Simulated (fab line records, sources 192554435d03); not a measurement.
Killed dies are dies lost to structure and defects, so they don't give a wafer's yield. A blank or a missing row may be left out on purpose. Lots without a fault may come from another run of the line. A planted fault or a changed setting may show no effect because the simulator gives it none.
fab line records | flow n5_finfet
record lots=6 wafers=16 last_day=21
route steps=1938 shown SD_EPI_P@307 SD_ACTIVATION@330 ILD0@335 SDB@347 MOL_CONTACT_COAG@538 BEOL_M4@1111
lots that met no fault: from a run of the same line without faults
start_h: hours from the record's first day to the start of the lot's first wafer shown | wait_h: hours since the lot's step before | " the same as in the row above | L1.1+2: a row that stands for several wafers | - no value, or no start given | * or withheld: withheld | < > ~ a bound
route shown NAME@n: a module of which the file shows steps, and the number in the route of the first | usual: mean/standard deviation of fault-free wafers | same: alike in all rows | chamber/n: place in a boat | sites: the reading at each site | _std_site: their standard deviation | _edge_site: outer sites' mean less inner sites' | radius_mm: how far each site lies from the wafer's centre | mask NAME#n: copy n | behind: the tool/chamber that last shaped the wafer | hold: why the lot was held/for how many hours/how that ended | device: the transistor (n, p or np) that didn't switch | end of line: the same wafers' tests at the end of the route | a step without rows: its recipe alone | killed: dies lost to structure and defects at the first sort, not the wafer's yield | map: a wafer's dies, x killed, . not, _ none there
set.NAME: the setting as run; set.NAME@STEP: as run at that earlier step | model.NAME: the simulator's own value behind a step, which no gauge read
lots at some steps of the route; a table a step, a row a wafer
services: from which hour (start_h, from the record's first day; less than 0 if before it) a tool's chamber was out of use, for how many hours, and why
## steps
# step N5_SD_EPI_P_ETCH_36
# recipe chemistry=CF4 target=SiARC target_depth_a=455 mask_material=CAR-ArF-block time_s=75.8 ion_energy_ev=80 pressure_mtorr=40 source_w=545 bias_w=36 Ar_flow_sccm=100 cf4_flow_sccm=100 ends=cleared
# usual drypump_motor_current_A=5.8/0.37 etch_rf_on_time_s=75.7/1.2 oes_product_au=0.69/0.082 rf_vpp_V=184.0/1.1 showerhead_plenum_p_Torr=2.14/0.063 throttle_valve_pct=15.62/0.2
# columns lot.wafer tool chamber start_h wait_h drypump_motor_current_A etch_rf_on_time_s oes_product_au rf_hours_counter_h rf_vpp_V showerhead_plenum_p_Torr throttle_valve_pct
L964.2 rie_diel-01 3 72.22 0.0 6.1 75.4 0.59 249 185.5 2.19 15.81
L964.3 " 2 " " 5.7 76.3 0.74 36 184.5 2.18 15.70
L964.5 " 1 " " 5.6 77.2 0.62 - 182.8 2.04 15.83
L968.3 rie_diel-01 1 96.19 0.0 5.6 76.5 0.62 207 182.3 2.04 15.83
L968.5 " 3 " " 6.0 73.3 0.87 - 183.7 2.19 15.34
L968.6 " 2 " " 5.7 76.0 0.73 - 184.0 2.18 15.73
L975.1 rie_diel-03 2 138.49 0.0 5.9 74.6 0.74 40 185.0 2.18 15.51
L975.3 " 0 " " 6.0 76.4 0.77 25 182.3 2.10 15.63
L975.4 " 3 " " 6.2 76.4 0.71 82 183.7 2.08 15.40
L976.1 rie_diel-01 3 144.63 0.0 6.0 73.3 0.80 16 184.0 2.19 15.35
L976.4 " 2 " " 5.7 75.9 0.70 63 185.6 2.17 15.77
L981.3 rie_diel-01 1 173.59 0.0 5.7 76.2 0.61 234 181.9 2.03 15.89
L981.4 " 0 " " 5.4 74.3 0.80 10 183.9 2.11 15.52
L984.1 rie_diel-06 0 197.58 0.0 6.5 76.9 0.65 150 184.9 2.22 15.57
L984.2 " 3 " " 5.8 77.0 0.58 237 182.2 2.03 15.53
L984.6 " 0 " " 6.5 77.1 0.64 - 184.9 2.22 15.57
# step N5_SD_EPI_P_ETCH_37
# recipe chemistry=N2/H2 target=SOC overetch_a=1080 mask_material=SiARC temp_c=40 ion_energy_ev=100 source_w=3000 bias_w=133 pressure_mtorr=20 time_s=486 n2_flow_sccm=200 h2_flow_sccm=200 ends=end_point
# step N5_SD_EPI_P_STRIP_38
# recipe chemistry=N2/H2 temp_c=40 n2_flow_sccm=200 h2_flow_sccm=200 rf_frequency_hz=6e+07
# step N5_SD_EPI_P_ETCHBACK_46
# recipe chemistry=CH3F/O2 mode=anisotropic_etchback target=SiNx target_depth_a=175 stop_on=SiO2 over_etch_frac=0.3 ion_energy_ev=120 pressure_mtorr=30 source_w=395 bias_w=73 Ar_flow_sccm=150 CH3F_flow_sccm=30 O2_flow_sccm=20
# step N5_SD_EPI_P_ETCH_47
# recipe chemistry=CH3F/O2 target=SiOCN target_depth_a=250 mask_material=SOC ion_energy_ev=60 bias_w=29 pressure_mtorr=30 source_w=410 Ar_flow_sccm=150 CH3F_flow_sccm=30 O2_flow_sccm=20
# step N5_SD_EPI_P_ETCH_16
# recipe chemistry=CHF3/O2 target=SiO2 target_depth_a=50 mask_material=SOC pressure_mtorr=30 source_w=650 bias_w=170 Ar_flow_sccm=200 CHF3_flow_sccm=50 O2_flow_sccm=5 ion_energy_ev=200
# step N5_SD_EPI_P_STRIP_50
# recipe chemistry=CHF3/O2 resist=SiARC rf_frequency_hz=6e+07
# step N5_SD_EPI_P_SD_RECESS_17
# recipe chemistry=HBr/Cl2/O2 target_depth_a=391 bt_time_s=3 pressure_mtorr=10 icp_w=800 bias_w=112 HBr_flow_sccm=150 Cl2_flow_sccm=80 O2_flow_sccm=12
# step N5_SD_EPI_P_WET_ETCH_45
# recipe chemistry=dHF dilution=withheld time_s=10.7 target=SiO2 target_depth_a=20 temp_c=25 dry=ipa_marangoni rinse_time_s=30 rinse_temp_c=23
# step N5_SD_EPI_P_STRIP_40
# recipe chemistry=N2/H2 power_w=1000 temp_c=250 h2_frac=0.65 overash_fraction=0.3 pressure_mtorr=withheld n2_flow_sccm=1750 h2_flow_sccm=3250
# usual drypump_motor_current_A=6.0/0.51 heater_power_w=304/17 oes_product_au=0.761/0.012
# same overash_fraction=0.3
# columns lot.wafer tool chamber start_h wait_h drypump_motor_current_A heater_power_w oes_product_au rf_hours_counter_h
L964.2 plasma_asher-01 1 73.02 0.0 6.0 301 0.725 81
L964.3 " 1 " " 6.0 292 0.767 -
L964.5 " 1 " " 6.0 305 0.760 -
L968.3 plasma_asher-01 1 97.02 0.0 6.0 297 0.767 -
L968.5 " 0 " " 6.0 282 0.758 -
L968.6 " 1 " " 6.0 303 0.762 -
L975.1 plasma_asher-01 1 139.29 0.0 6.1 292 0.747 94
L975.3 " 0 " " 6.0 279 0.768 -
L975.4 " 1 " " 6.0 291 0.758 -
L976.1 plasma_asher-01 0 145.42 0.0 6.0 287 0.767 95
L976.4 " 0 " " 6.0 291 0.742 -
L981.3 plasma_asher-01 1 174.41 0.0 6.1 304 0.740 -
L981.4 " 0 " " 6.0 284 0.756 -
L984.1 plasma_asher-01 0 198.38 0.0 6.0 283 0.779 107
L984.2 " 1 " " 6.1 294 0.760 107
L984.6 " 0 " " 6.0 285 0.760 -
# step N5_SD_EPI_P_PRECLEAN_52
# recipe chemistry=O3/DIW time_s=60 temp_c=22 o3_ppm=10
# step N5_SD_EPI_P_SRD_20
# recipe dry=ipa_marangoni do_ppb=5 time_s=30 temp_c=23 rinse_liquid=diw
# step N5_SD_EPI_P_PRECLEAN_51
# recipe chemistry=NF3:NH3 afs_cycles=1 temp_c=30 time_s=20 sublimation_temp_c=180 sublimation_time_s=60 pressure_torr=3 rf_power_w=30
# same afs_cycles=1
# columns lot.wafer tool chamber start_h wait_h
L964.2+3+5 epi_rpcvd-01 0 73.20 0.1
L968.3+5+6 epi_rpcvd-01 0 97.21 0.1
L975.1+3+4 epi_rpcvd-01 0 139.45 0.0
L976.1+4 epi_rpcvd-01 0 145.58 0.0
L981.3+4 epi_rpcvd-01 0 174.63 0.1
L984.1+2+6 epi_rpcvd-04 0 198.53 0.0
# step N5_SD_EPI_P_VAPOR_ETCH_44
# recipe chemistry=NF3/Ar target=SiGe30 temp_c=25 time_s=3.3 mode=isotropic
# step N5_SD_EPI_P_EPI_21
# recipe material=SiGe:B dopant=B temp_c=550 pressure_torr=20 ambient=H2 time_s=355
# columns lot.wafer tool chamber start_h wait_h model.SiGe-B_of_SD_EPI_P_EPI_21.thk_nm
L964.2 epi_rpcvd-01 0 73.89 0.5 60.8
L964.3 " 0 " " 60.4
L964.5 " 0 " " 61.6
L968.3 epi_rpcvd-01 0 98.23 0.8 61.4
L968.5 " 0 " " 60.8
L968.6 " 0 " " 61.2
L975.1 epi_rpcvd-01 0 139.81 0.1 62.6
L975.3 " 0 " " 62.4
L975.4 " 0 " " 62.8
L976.1 epi_rpcvd-01 0 145.94 0.1 54.6
L976.4 " 0 147.02 1.1 54.4
L981.3 epi_rpcvd-01 0 175.99 1.1 61
L981.4 " 0 " " 54.4
L984.1+2+6 epi_rpcvd-04 0 198.89 0.1 60.6
# step N5_SD_EPI_P_EPI_MEAS_23
# recipe mode=xrd
# usual thk_nm=61.0/1.3
# columns lot.wafer tool chamber start_h wait_h thk_nm
L964.2 film_metro-02 - 75.73 1.5 62.5
L964.3 " - " " 58.8
L964.5 " - " " 60.1
L968.3 film_metro-01 - 99.71 1.1 60.5
L968.5 " - " " 62.8
L968.6 " - " " 60.4
L975.1 film_metro-02 - 142.01 1.8 61.4
L975.3 " - " " 63.1
L975.4 " - " " 64.4
L976.1 film_metro-01 - 148.14 1.8 54.1
L976.4 " - " " 54.4
L981.3 film_metro-01 - 177.95 1.5 62.2
L981.4 " - " " 54.5
L984.1 film_metro-01 - 201.11 1.9 59.1
L984.2 " - " " 60.9
L984.6 " - " " 60.9
# step N5_SD_EPI_P_HM_STRIP_48
# recipe chemistry=H3PO4 temp_c=160 material=SiNx target=SiNx target_depth_a=30 overetch_fraction=0.3
# step N5_SD_EPI_P_SRD_49
# recipe dry=ipa_marangoni time_s=30 temp_c=23 rinse_liquid=diw
# step N5_SD_EPI_P_PRECLEAN_24
# recipe chemistry=O3/DIW time_s=45 temp_c=22 o3_ppm=10
# step N5_SD_EPI_P_PRECLEAN_32
# recipe chemistry=dHF time_s=10 dilution=500:1 temp_c=25
# step N5_SD_EPI_P_PRECLEAN_33
# recipe chemistry=SC2 time_s=45 temp_c=35 mix=1:1:50
# step N5_SD_EPI_P_SRD_25
# recipe time_s=30 temp_c=23 rinse_liquid=diw dry=ipa_marangoni
# step N5_SD_EPI_P_INSPECT_26
# recipe inspect_instrument=darkfield mode=post_epi
# usual raw_defect_count=159/33
# columns lot.wafer tool chamber start_h wait_h raw_defect_count
L964.2 defect_inspect-01 - 75.90 0.0 139
L964.3 " - " " 148
L964.5 " - " " 148
L968.3 defect_inspect-02 - 99.88 0.0 154
L968.5 " - " " 167
L968.6 " - " " 135
L975.1 defect_inspect-01 - 142.18 0.0 224
L975.3 " - " " 211
L975.4 " - " " 188
L976.1 defect_inspect-02 - 148.33 0.0 111
L976.4 " - " " 126
L981.3 defect_inspect-02 - 178.12 0.0 184
L981.4 " - " " 135
L984.1 defect_inspect-02 - 201.28 0.0 200
L984.2 " - " " 169
L984.6 " - " " 164
# step N5_SD_ACTIVATION_RTA_00
# recipe temp_c=975 time_s=0 ambient=N2 idle_temp_c=600 ramp_up_c_per_s=150 ramp_down_c_per_s=60 cool_to_c=600
# usual lamp_power_pct=8.96/0.052 lamp_zone_2_pct=8.952/0.027 lamp_zone_4_pct=8.948/0.027 wafer_temp_C_max=975.1/2
# columns lot.wafer tool chamber start_h wait_h lamp_power_pct lamp_zone_2_pct lamp_zone_4_pct wafer_temp_C_max
L964.2 rtp_anneal-01 0 75.96 0.1 8.90 8.930 9.012 976.8
L964.3 " 0 " " 9.02 8.978 8.943 975.1
L964.5 " 0 " " 9.00 8.925 8.905 976.7
L968.3 rtp_anneal-01 0 99.97 0.1 8.97 9.021 8.957 976.6
L968.5 " 0 " " 9.05 8.941 8.968 974.2
L968.6 " 0 " " 8.87 8.955 8.965 974.2
L975.1 rtp_anneal-01 0 142.26 0.1 8.87 8.966 8.984 974.2
L975.3 " 0 " " 9.07 8.934 8.881 979.2
L975.4 " 0 " " 8.85 8.945 8.918 976.7
L976.1 rtp_anneal-01 0 148.35 0.0 8.94 8.956 8.960 975.8
L976.4 " 0 " " 8.94 8.949 8.960 975.0
L981.3 rtp_anneal-01 0 178.25 0.1 8.93 8.910 8.975 974.8
L981.4 " 0 " " 8.99 8.914 8.972 972.4
L984.1 rtp_anneal-01 0 201.48 0.2 9.04 8.980 8.948 974.3
L984.2 " 0 " " 8.97 8.967 9.001 974.0
L984.6 " 0 " " 8.99 8.987 8.943 974.0
# step N5_SD_ACTIVATION_LSA_01
# recipe temp_c=1080 time_s=0.0008 ambient=N2
# step N5_SD_ACTIVATION_RS_MEAS_03
# recipe thk_meas_gauge=four-point-probe
# usual RS_SD_N=21.86/0.28 RS_SD_P=55.9/0.89
# columns lot.wafer tool chamber start_h wait_h RS_SD_N[ohm/sq] RS_SD_P[ohm/sq]
L964.2 film_metro-02 - 76.37 0.2 22.08 56.5
L964.3 " - " " 21.87 56.6
L964.5 " - " " 22.01 55.5
L968.3 film_metro-01 - 100.35 0.2 21.59 56.6
L968.5 " - " " 22.08 57.2
L968.6 " - " " 21.60 57.0
L975.1 film_metro-02 - 142.67 0.2 21.90 54.9
L975.3 " - " " 21.78 54.9
L975.4 " - " " 22.13 54.6
L976.1 film_metro-02 - 148.76 0.2 22.46 62.9
L976.4 " - " " 21.82 63.3
L981.3 film_metro-02 - 178.63 0.2 21.65 56.3
L981.4 " - " " 22.19 64.1
L984.1 film_metro-02 - 201.90 0.2 21.94 56.0
L984.2 " - " " 21.59 55.8
L984.6 " - " " 21.84 55.8
# step N5_SD_ACTIVATION_INSPECT_02
# recipe inspect_instrument=darkfield mode=post_anneal
# usual raw_defect_count=159/31
# columns lot.wafer tool chamber start_h wait_h raw_defect_count
L964.2 defect_inspect-02 - 76.67 0.1 138
L964.3 " - " " 141
L964.5 " - " " 139
L968.3 defect_inspect-01 - 100.63 0.1 163
L968.5 " - " " 158
L968.6 " - " " 149
L975.1 defect_inspect-02 - 142.99 0.2 199
L975.3 " - " " 191
L975.4 " - " " 186
L976.1 defect_inspect-02 - 149.08 0.2 115
L976.4 " - " " 129
L981.3 defect_inspect-02 - 178.92 0.1 185
L981.4 " - " " 146
L984.1 defect_inspect-01 - 202.22 0.2 205
L984.2 " - " " 176
L984.6 " - " " 167
# step N5_ILD0_LINER_00
# recipe material=SiNx target_thk_a=40 temp_c=400 ald_precursor_family=SiH2I2 ald_co_reactant=N2/H2-plasma pulse_time_s=1 purge_time_s=2 co_reactant_purge_time_s=2 ald_cycles=80 pressure_torr=2
# step N5_ILD0_FCVD_FILL_01
# recipe material=SiO2_flowable target_thk_a=2000 temp_c=100 pressure_torr=0.8 rf_w=2000 time_s=328.3
# step N5_ILD0_CURE_02
# recipe temp_c=450 time_s=1800 ambient=steam idle_temp_c=400 ramp_up_c_per_min=5 ramp_down_c_per_min=3 densification_p_h2o_torr=640
# step N5_ILD0_CMP_03
# recipe stop_on=SiNx t_overpolish_s=1.9 post_cmp_clean=alkaline_brush down_force_psi=4.1491 platen_rpm=51.796 pad_velocity_m_s=1.0306 target_thk_nm=197.38
# step N5_ILD0_THK_MEAS_04
# usual thk_nm=197.8/1
# columns lot.wafer tool chamber start_h wait_h thk_nm
L964.2 film_metro-02 - 79.63 - 197.2
L964.3 " - " " 196.4
L964.5 " - " " 197.1
L968.3 film_metro-02 - 103.37 - 199.6
L968.5 " - " " 200.0
L968.6 " - " " 196.8
L975.1 film_metro-01 - 145.83 - 199.6
L975.3 " - " " 198.1
L975.4 " - " " 198.5
L976.1 film_metro-02 - 151.80 - 197.0
L976.4 " - " " 197.2
L981.3 film_metro-01 - 181.65 - 197.4
L981.4 " - " " 197.8
L984.1 film_metro-02 - 204.97 - 197.6
L984.2 " - " " 197.6
L984.6 " - " " 196.8
# step N5_ILD0_CMP_07
# recipe stop_on=poly-Si material=SiO2_flowable t_overpolish_s=1.18 post_cmp_clean=alkaline_brush down_force_psi=4.1491 platen_rpm=51.796 pad_velocity_m_s=1.0306 target_thk_nm=138.88
# step N5_ILD0_THK_MEAS_08
# usual thk_nm=139.2/0.83
# columns lot.wafer tool chamber start_h wait_h thk_nm
L964.2 film_metro-01 - 79.96 - 138.9
L964.3 " - " " 140.5
L964.5 " - " " 140.4
L968.3 film_metro-02 - 103.70 - 139.6
L968.5 " - " " 137.8
L968.6 " - " " 139.4
L975.1 film_metro-01 - 146.28 - 137.7
L975.3 " - " " 137.9
L975.4 " - " " 137.3
L976.1 film_metro-02 - 152.13 - 137.7
L976.4 " - " " 138.9
L981.3 film_metro-01 - 181.97 - 138.4
L981.4 " - " " 137.6
L984.1 film_metro-01 - 205.29 - 138.9
L984.2 " - " " 139.1
L984.6 " - " " 139.5
# step N5_ILD0_PRECLEAN_10
# recipe chemistry=NF3:NH3 afs_cycles=5 time_s=20 temp_c=30 sublimation_temp_c=180 sublimation_time_s=60 pressure_torr=3 rf_power_w=30
# step N5_ILD0_ALD_15
# recipe material=SiNx target_thk_a=240 temp_c=400 ald_precursor_family=SiH2I2 ald_co_reactant=N2/H2-plasma pulse_time_s=1 ald_cycles=480 purge_time_s=2 co_reactant_purge_time_s=2 pressure_torr=2
# usual heater_power_w=833/100 precursor_pulse_height_rel=0.999/0.021
# columns lot.wafer tool chamber start_h wait_h heater_power_w precursor_pulse_height_rel
L964.2 ald_sin-02 0 80.67 0.5 776 0.991
L964.3 " 1 " " 807 1.028
L964.5 " 0 81.76 1.2 777 1.029
L968.3 ald_sin-01 3 104.41 0.4 827 0.999
L968.5 " 1 105.50 1.2 865 1.011
L968.6 " 2 " " 969 1.032
L975.1 ald_sin-01 3 147.10 0.7 844 0.989
L975.3 " 1 " " 876 1.017
L975.4 " 2 " " 988 1.037
L976.1 ald_sin-01 3 152.84 0.6 840 1.023
L976.4 " 0 " " 719 0.978
L981.3 ald_sin-03 1 182.69 0.4 732 0.927
L981.4 " 2 " " 1062 0.996
L984.1 ald_sin-03 2 206.01 0.6 1097 0.981
L984.2 " 0 " " 810 0.982
L984.6 " 3 207.10 1.1 823 1.021
# step N5_ILD0_CMP_12
# recipe stop_on=poly-Si material=SiNx t_overpolish_s=6 post_cmp_clean=alkaline_brush down_force_psi=2.5 platen_rpm=51.8 pad_velocity_m_s=1.0307 target_thk_nm=17.67
# usual motor_current_A=9.1/1.1 overpolish_run_s=5.998/0.0092 time_to_endpoint_s=29.1/2.2
# columns lot.wafer tool chamber start_h wait_h motor_current_A overpolish_run_s time_to_endpoint_s
L964.3 cmp-02 2 82.88 1.1 10.6 5.986 30.4
L964.2 " 3 " " 7.3 6.000 28.0
L964.5 " 2 " " 10.5 6.002 29.6
L968.3 cmp-01 1 106.69 1.2 6.8 5.980 27.3
L968.6 " 3 " " 11.0 6.005 29.9
L968.5 " 0 " " 9.1 5.994 27.1
L975.3 cmp-02 3 149.30 1.1 7.5 5.986 28.8
L975.4 " 0 " " 9.1 5.995 33.3
L975.1 " 2 " " 9.8 6.008 32.8
L976.4 cmp-02 3 155.12 1.2 7.2 5.992 31.6
L976.1 " 0 " " 9.6 5.988 29.0
L981.3 cmp-01 0 184.92 1.2 9.2 6.011 26.7
L981.4 " 2 " " 9.8 5.997 27.8
L984.2 cmp-03 3 208.29 1.2 9.4 5.996 29.7
L984.1 " 0 " " 8.9 6.011 29.8
L984.6 " 2 " " 8.2 5.996 27.3
# step N5_ILD0_THK_MEAS_13
# usual thk_nm=17.9/0.99
# columns lot.wafer tool chamber start_h wait_h thk_nm
L964.2 film_metro-01 - 83.17 - 17.1
L964.3 " - " " 18.4
L964.5 " - " " 18.0
L968.3 film_metro-01 - 106.91 - 16.9
L968.5 " - " " 16.5
L968.6 " - " " 18.3
L975.1 film_metro-01 - 149.59 - 17.5
L975.3 " - " " 16.1
L975.4 " - " " 17.7
L976.1 film_metro-02 - 155.34 - 18.2
L976.4 " - " " 17.3
L981.3 film_metro-01 - 185.18 - 17.7
L981.4 " - " " 17.9
L984.1 film_metro-01 - 208.50 - 17.3
L984.2 " - " " 18.3
L984.6 " - " " 18.1
# step N5_ILD0_INSPECT_06
# recipe inspect_instrument=darkfield mode=post_cmp
# usual raw_defect_count=33/16
# columns lot.wafer tool chamber start_h wait_h raw_defect_count
L964.2 defect_inspect-01 - 83.20 0.0 54
L964.3 " - " " 62
L964.5 " - " " 73
L968.3 defect_inspect-01 - 106.94 0.0 20
L968.5 " - " " 43
L968.6 " - " " 37
L975.1 defect_inspect-02 - 149.62 0.0 27
L975.3 " - " " 21
L975.4 " - " " 9
L976.1 defect_inspect-02 - 155.37 0.0 35
L976.4 " - " " 14
L981.3 defect_inspect-02 - 185.21 0.0 35
L981.4 " - " " 31
L984.1 defect_inspect-02 - 208.53 0.0 9
L984.2 " - " " 14
L984.6 " - " " 27
# step N5_SDB_HM_DEP_00
# recipe material=SiNx target_thk_a=400 temp_c=400 precursor=SiH4/NH3/N2 pressure_torr=1.5 rf_w=300 time_s=35.3
# step N5_SDB_COAT_03
# recipe resist=SOC temp_c=250 time_s=60 spin_rpm=1500 resist_thk_nm=100
# step N5_MOL_CONTACT_COAG_ETCH_110
# recipe chemistry=CF4/O2 target=Si target_depth_a=25 time_s=8 pressure_mtorr=100 source_w=200 bias_w=12 ion_energy_ev=60 Ar_flow_sccm=100 cf4_flow_sccm=100 O2_flow_sccm=10
# usual drypump_motor_current_A=5.7/0.4 oes_o_777_au=0.77/0.079 oes_product_au=0.77/0.086 rf_vpp_V=127.6/1.6 showerhead_plenum_p_Torr=2.23/0.08 throttle_valve_pct=10.85/0.19
# columns lot.wafer tool chamber start_h wait_h drypump_motor_current_A oes_o_777_au oes_product_au rf_hours_counter_h rf_vpp_V showerhead_plenum_p_Torr throttle_valve_pct model.SiGe-B_of_SD_EPI_P_EPI_21.thk_nm
L964.2 rie_diel-05 2 107.16 0.0 5.8 0.73 0.71 197 124.4 2.29 11.12 58
L964.3 " 0 " " 6.3 0.69 0.68 248 131.0 2.27 11.15 57.6
L964.5 " 1 " " 5.4 0.69 0.67 - 126.0 2.11 10.98 58.8
L968.3 rie_diel-02 1 130.03 0.0 5.7 0.77 0.76 148 125.8 2.31 10.76 58.4
L968.5 " 3 " " 5.6 0.78 0.78 - 126.9 2.14 10.85 58
L968.6 " 0 " " 5.6 0.73 0.72 - 128.8 2.13 10.79 58.4
L975.1 rie_diel-05 2 172.42 0.0 5.8 0.71 0.70 223 124.7 2.28 11.21 59.6
L975.3 " 0 " " 6.3 0.92 0.92 15 129.9 2.26 10.47 59.6
L975.4 " 0 " " 6.3 0.92 0.93 - 129.8 2.26 10.48 59.6
L976.1 rie_diel-04 3 178.32 0.0 5.1 0.70 0.70 236 127.1 2.28 11.06 52.2
L976.4 " 1 " " 5.6 0.89 0.90 42 127.7 2.17 10.71 51.8
L981.3 rie_diel-04 2 207.39 0.0 5.1 0.69 0.69 223 125.4 2.20 11.02 58
L981.4 " 1 " " 5.6 0.87 0.88 53 127.8 2.17 10.73 51.8
L984.1 rie_diel-02 2 232.04 0.0 5.6 0.78 0.78 114 128.2 2.32 10.79 57.8
L984.2 " 1 " " 5.7 0.75 0.73 183 126.4 2.30 10.86 57.6
L984.6 " 3 " " 5.6 0.75 0.74 - 125.2 2.13 10.97 57.8
# step N5_BEOL_M4_RC_MEAS_101
# usual DIBL_N=36.3/1.1 DIBL_P=36.3/1.4 IOFF_N=0.155/0.019 IOFF_P=0.211/0.027 IOFF_P_85C=3.7/0.39 IOFF_P_LIN=0.100/0.011 IOFF_P_LONG=0.000106/6.9e-06 ION_N=672/8.5 ION_P=462/5.8 REXT_P=100.3/2.1 RS_SD_P=65.8/0.98 SS_N=71.5/0.56 SS_P=73.3/0.52 VT_N=249.9/2.5 VT_P=-249.8/2.8 VT_P_LVT=-98.5/2
# columns lot.wafer tool chamber start_h wait_h DIBL_N[mV/V] DIBL_P[mV/V] IOFF_N[nA/um] IOFF_P[nA/um] IOFF_P_85C[nA/um] IOFF_P_LIN[nA/um] IOFF_P_LONG[nA/um] ION_N[uA/um] ION_P[uA/um] REXT_P[ohm.um] RS_SD_P[ohm/sq] SS_N[mV/dec] SS_P[mV/dec] VT_N[mV] VT_P[mV] VT_P_LVT[mV]
L964.2 prober-01 0 219.99 0.2 36.1 36.9 0.144 0.220 3.8 0.106 0.000107 668 467 98.3 65.9 71.6 72.2 251.3 -248.3 -96.6
L964.3 " 0 " " 35.6 37.1 0.138 0.219 3.8 0.105 0.00011 668 465 97.4 66.3 71.4 73.3 252.5 -249.1 -96.9
L964.5 " 0 " " 37.0 39.1 0.171 0.263 4.4 0.120 0.000107 678 469 97.2 65.4 71.3 73.4 251.1 -247.9 -94.7
L968.3 prober-02 0 289.88 0.3 35.3 35.3 0.149 0.185 3.3 0.090 9.9e-05 672 461 100.3 66.4 71.3 73.5 249.7 -252.8 -100.3
L968.5 " 0 " " 36.5 37.0 0.173 0.213 3.7 0.098 0.000104 683 468 99.5 66.5 71.7 73.4 246.0 -247.2 -98.5
L968.6 " 0 " " 37.4 37.2 0.183 0.226 3.9 0.103 9.8e-05 678 457 100.1 66.6 71.5 73.6 247.7 -249.5 -98.0
L975.1 prober-02 0 354.88 0.0 35.3 34.7 0.149 0.230 3.9 0.111 0.000114 675 468 99.9 63.8 71.3 72.3 248.8 -244.9 -96.6
L975.3 " 0 " " 34.4 33.6 0.127 0.205 3.5 0.103 0.000113 668 465 100.5 64.4 71.0 73.2 250.5 -245.8 -98.6
L975.4 " 0 " " 37.8 37.0 0.181 0.268 4.4 0.123 0.000115 672 468 100.7 63.9 72.1 74.3 245.3 -246.3 -96.1
L984.1 prober-02 0 364.38 0.0 35.9 34.7 0.147 0.209 3.7 0.102 0.000108 663 460 103.2 65.6 72.1 73.2 251.5 -247.4 -99.7
L984.2 " 0 " " 38.3 37.1 0.191 0.245 4.2 0.114 0.000114 680 464 104.0 65.8 72.3 73.6 247.8 -247.4 -97.4
L984.6 " 0 " " 36.6 35.4 0.158 0.219 3.8 0.108 0.000117 677 466 102.3 65.7 72.4 73.8 249.6 -251.6 -98.0
L981.3 prober-02 0 390.37 0.3 36.9 37.1 0.168 0.230 3.9 0.112 0.000115 677 466 104.1 66.1 71.7 73.5 245.2 -246.1 -97.9
L981.4 " 0 " " 36.7 35.5 0.160 0.151 2.8 0.076 0.000138 682 437 129.7 74.0 71.8 72.9 247.4 -257.7 -108.5
L976.1 prober-01 0 391.32 0.0 35.9 35.4 0.156 0.146 2.6 0.072 0.000128 670 428 126.6 74.0 70.8 73.1 250.6 -258.3 -108.8
L976.4 " 0 " " 35.9 34.6 0.159 0.136 2.5 0.067 0.000121 676 425 126.5 75.0 71.5 72.4 250.5 -258.9 -110.1
## services
# columns tool chamber start_h hours kind
rie_diel-01 1 48.99 5.8 repair
plasma_asher-01 - 58.58 1.2 repair
epi_rpcvd-04 - 65.16 6.0 pm
cmp-01 - 69.52 5.3 pm
epi_rpcvd-04 - 72.40 1.5 repair
ald_sin-01 - 95.28 1.1 repair
rie_diel-05 1 126.71 2.8 repair
epi_rpcvd-04 - 132.34 1.8 repair
ald_sin-01 3 140.26 2.1 repair
rie_diel-05 2 144.20 3.8 repair
rie_diel-01 2 154.65 6.9 repair
plasma_asher-01 - 159.51 2.8 pm
cmp-02 - 163.22 4.0 repair
rie_diel-05 - 172.97 2.8 pm
cmp-02 - 183.58 18.2 repair
plasma_asher-01 - 188.82 1.2 repair
rie_diel-01 0 189.86 5.1 repair
ald_sin-01 0 199.07 7.3 repair
rtp_anneal-01 - 206.08 1.2 pm
rie_diel-01 2 208.89 1.8 repair
cmp-02 - 215.05 3.4 repair
rie_diel-01 - 225.35 2.8 pm
ald_sin-01 1 227.25 4.3 repair
cmp-02 - 230.85 4.1 repair
## key
first_sign step=N5_SD_EPI_P_EPI_MEAS_23 reading=thk_nm direction=down sigmas=5.3 usual=* struck=*
effect step=N5_SD_ACTIVATION_RS_MEAS_03 reading=RS_SD_P direction=up sigmas=8.4 usual=55.9 struck=63.4
effect step=N5_BEOL_M4_RC_MEAS_101 reading=REXT_P direction=up sigmas=13 usual=100.3 struck=127.6
effect step=N5_BEOL_M4_RC_MEAS_101 reading=RS_SD_P direction=up sigmas=8.8 usual=65.8 struck=74.3
effect step=N5_BEOL_M4_RC_MEAS_101 reading=VT_P_LVT direction=down sigmas=5.5 usual=-98.5 struck=-109.1
effect step=N5_BEOL_M4_RC_MEAS_101 reading=ION_P direction=down sigmas=5.4 usual=462 struck=430
effect step=N5_BEOL_M4_RC_MEAS_101 reading=IOFF_P_LONG direction=up sigmas=3.3 usual=0.000106 struck=0.000129
effect step=N5_BEOL_M4_RC_MEAS_101 reading=VT_P direction=down sigmas=3 usual=-249.8 struck=-258.3
effect step=N5_BEOL_M4_RC_MEAS_101 reading=IOFF_P_LIN direction=down sigmas=2.6 usual=0.100 struck=0.072
effect step=N5_BEOL_M4_RC_MEAS_101 reading=IOFF_P_85C direction=down sigmas=2.6 usual=3.7 struck=2.6
effect step=N5_BEOL_M4_RC_MEAS_101 reading=IOFF_P direction=down sigmas=2.4 usual=0.211 struck=0.144
model_effect step=N5_SD_EPI_P_EPI_21 value=SiGe-B_of_SD_EPI_P_EPI_21.thk_nm without=61.47 struck=54.47
model_effect step=N5_MOL_CONTACT_COAG_ETCH_110 value=SiGe-B_of_SD_EPI_P_EPI_21.thk_nm without=58.53 struck=51.93
met_at N5_SD_EPI_P_PRECLEAN_51
struck_wafers L976.1,L976.4,L981.4
sort_left_out L976.1,L976.4,L981.4
onset_between 139.45 145.58
fault kind=process_parameter_drift tool=epi_rpcvd-01 chamber=- onset_h=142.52 steps=N5_SD_EPI_P_PRECLEAN_51 channel=time_s offset=* shape=step end_h=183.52 scope=struck_wafers_only acts_in=* stated=*
# sort_left_out: the simulated sort isn't trusted on such a fault, so these wafers' sort isn't shown, and their yield isn't known
